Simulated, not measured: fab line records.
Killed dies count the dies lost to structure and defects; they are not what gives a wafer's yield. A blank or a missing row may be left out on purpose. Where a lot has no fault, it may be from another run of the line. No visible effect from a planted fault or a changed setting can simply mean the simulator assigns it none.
Which tool was responsible? | flow n5Finfet | 11 lots (33 wafers sampled), 1 step of a 1938-step route

== WHAT THE GAUGES SHOWED, per wafer ==
N5_BEOL_M1_THK_MEAS_53: measures by xrf.
lot  | measured     | on           | M1_THK (nm)
L805 | day 6 15:47  | filmMetro-02 | 39.9 40.3 40.6
L806 | day 6 22:07  | filmMetro-02 | 40.9 40.3 42.5
L807 | day 7 00:58  | filmMetro-01 | 39.6 39.5 40.9
L808 | day 7 06:57  | filmMetro-01 | 39.9 39.3 40.5
L812 | day 8 05:32  | filmMetro-02 | 39.9 39.3 40.7
L811 | day 8 08:40  | filmMetro-01 | 37.5 36.6 39.5
L821 | day 10 13:00 | filmMetro-01 | 39.3 38.2 40.0
L820 | day 10 14:49 | filmMetro-02 | 40.1 41.3 41.3
L825 | day 11 17:28 | filmMetro-01 | 40.0 41.2 41.2
L827 | day 12 10:30 | filmMetro-02 | 36.5 38.8 38.4
L826 | day 12 13:06 | filmMetro-01 | 40.1 38.1 38.9

== WHICH TOOL RAN EACH LOT (tool, then ch and the chambers of the sampled wafers, then the start) ==
The record shows no process step preceding these readings.

== THE ANSWER, worked out from the rows above alone ==
Rule: usual is defined by the lots themselves. The widest of any qualifying gaps counts: lots, ordered by their means at a reading, are off when they make up no more than a third of the lots, leave a main group of 4 or more, and stand apart from it by 3 or more times the standard deviation of that group's means. A main group whose means are all the same, to the digits that the tables above print for the reading, isn't used. A lot without any number at a reading at which 4 lots or more have one is off too. Any other lot the step has rows for is counted as sound.
Nothing can be told from this: no lot is off at any reading shown.

== WHAT HAD BEEN PUT IN BY THE SIMULATOR ==
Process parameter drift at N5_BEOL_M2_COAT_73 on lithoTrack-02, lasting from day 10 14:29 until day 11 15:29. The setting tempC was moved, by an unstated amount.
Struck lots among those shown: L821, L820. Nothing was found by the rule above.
